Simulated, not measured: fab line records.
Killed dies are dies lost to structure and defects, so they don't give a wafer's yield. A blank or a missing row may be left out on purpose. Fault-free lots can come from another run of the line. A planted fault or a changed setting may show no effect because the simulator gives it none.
Struck lot and sound lot, side by side / flow n5 finfet / 21 steps out of a route of 1938
Sound: these wafers, L153.3, L153.5, L153.6. Wafers L146.1, L146.4, L146.6 were the ones struck. At the end, the cause is stated.
Order at every step that has rows: each side's tool, ch and its chambers, its first start. Under that, the readings that differ: sound wafers / struck wafers / difference of the means / sigmas: that difference in standard deviations of wafers without a fault.
alike: words and numbers the same on both sides, and readings whose means are apart by under 2 such deviations; not compared: readings that were withheld, readings missing a value for some wafer, numbers with overlapping values and no deviation given by the record, and bounds like >300 which may hide the same value.
The two part at a step that has a row with sigmas, a row that says differs or no value, or rows on one side only. Non-overlapping numbers with no deviation appear without sigmas and do not part them. Lack of a reading on every wafer of one side parts them only where that side has two or more wafers.

first, 10 steps without rows for these wafers: N5_FIN_SAQP_SRD_01 (time 30 s); N5_FIN_SAQP_ALD_61 (deposits SiO2, target thk 4 nm, pulse time 1 s, purge time 2 s); N5_FIN_SAQP_DENSIFY_62 (time 60 s); N5_FIN_SAQP_HM_DEP_03 (deposits SiNx from SiH4/NH3/N2, target thk 38 nm, time 33.6 s); N5_FIN_SAQP_PECVD_47 (deposits a-Si from SiH4/He, target thk 45 nm, time 36.3 s); N5_FIN_SAQP_PECVD_48 (deposits SiNx from SiH4/NH3/N2, target thk 25 nm, time 22.1 s); N5_FIN_SAQP_PECVD_06 (deposits a-Si from SiH4/He, target thk 60 nm, time 48.1 s); N5_FIN_SAQP_HM_DEP_72 (deposits SiO2 from SiH4/N2O, target thk 12 nm, time 7.2 s); N5_FIN_SAQP_COAT_49 (time 60 s, resist thk 100 nm); N5_FIN_SAQP_COAT_50 (time 60 s, resist thk 35 nm).
N5_FIN_SAQP_COAT_10: resist thk 90 nm.
  sound on litho track-02 ch 0, day 7 10:08; struck on litho track-03 ch 0, day 5 15:43
reading=spin speed rpm (rpm); sound=1500.1 1499.7 1500.6; struck=2058.6 2060.1 2059.9; difference=+559.4; sigmas=+99 or more
reading=model.CAR-ArF_of_FIN_SAQP_COAT_10.thk nm (nm); sound=90.03 89.87 90.18; struck=76.99 76.87 76.86; difference=-13.12; sigmas=
then, 6 steps without rows for these wafers: N5_FIN_SAQP_EBR_12; N5_FIN_SAQP_SOFTBAKE_11 (time 60 s); N5_FIN_SAQP_EXPOSE_13 (exposes mask FIN CORE, target cd 35.6 nm); N5_FIN_SAQP_PEB_14 (peb time 60 s); N5_FIN_SAQP_DEVELOP_15 (develop time 30 s); N5_FIN_SAQP_DESCUM_21 (chemistry O2, time 7.9 s).
N5_FIN_SAQP_ETCH_51: etches SiARC in CF4, target depth 45.5 nm, time 75.8 s.
  sound on rie diel-01 ch 0,1,2, day 7 10:38; struck on rie diel-04 ch 1,3, day 5 16:12
reading=throttle valve pct (%); sound=15.21 15.81 15.06; struck=15.93 15.94 15.65; difference=+0.48; sigmas=+2
reading=model.CAR-ArF_of_FIN_SAQP_COAT_10.thk nm (nm); sound=50.92 50.68 51.05; struck=37.69 37.72 37.76; difference=-13.16; sigmas=
  alike: chamber pressure mTorr, drypump motor current A, etch rf on time s, oes product au, rf fwd power W, rf vpp V, showerhead plenum p Torr
  not compared: rf hours counter h
then, 1 step without rows for these wafers: N5_FIN_SAQP_ETCH_52 (etches SOC in N2/H2, target depth 100 nm, overetch 20 nm, time 150 s).
-- a jump in the record: the struck wafers' starts before and after are 8 days apart (it breaks off in module FIN_SAQP and resumes in module BEOL_M4, where the first step shown is number 1111 of the route) --
N5_BEOL_M4_RC_MEAS_101:
  sound on prober-02 ch 0, day 14 22:01; struck on prober-01 ch 0, day 13 17:37
reading=DIBL_N (mV/V); sound=31.3 30.9 33.4; struck=37.3 36.8 33.6; difference=+4.0; sigmas=+2
reading=DIBL_P (mV/V); sound=31.4 31.4 34.2; struck=40.1 37.6 34.6; difference=+5.1; sigmas=+2
reading=VT_N (mV); sound=258 260 257; struck=249 249 253; difference=-8; sigmas=-2
reading=VT_P (mV); sound=-261 -263 -262; struck=-251 -256 -257; difference=+7; sigmas=+2
  alike: IOFF_N, IOFF_P, ION_N, ION_P, SS_N, SS_P
-- a jump in the record: the struck wafers' starts before and after are 5 days apart (it breaks off in module BEOL_M4 and resumes in module PASSIVATION, where the first step shown is number 1936 of the route) --
N5_PASSIVATION_PROBE_49:
  record: rows for the struck wafers here (prober-01, day 18 08:51), none for the sound ones

## WHERE THEY PART
First at N5_FIN_SAQP_COAT_10; last, within this record, at N5_PASSIVATION_PROBE_49.

WHY: whatever the simulator had introduced
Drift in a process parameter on litho track-03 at N5_FIN_SAQP_COAT_10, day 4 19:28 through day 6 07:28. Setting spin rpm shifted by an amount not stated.
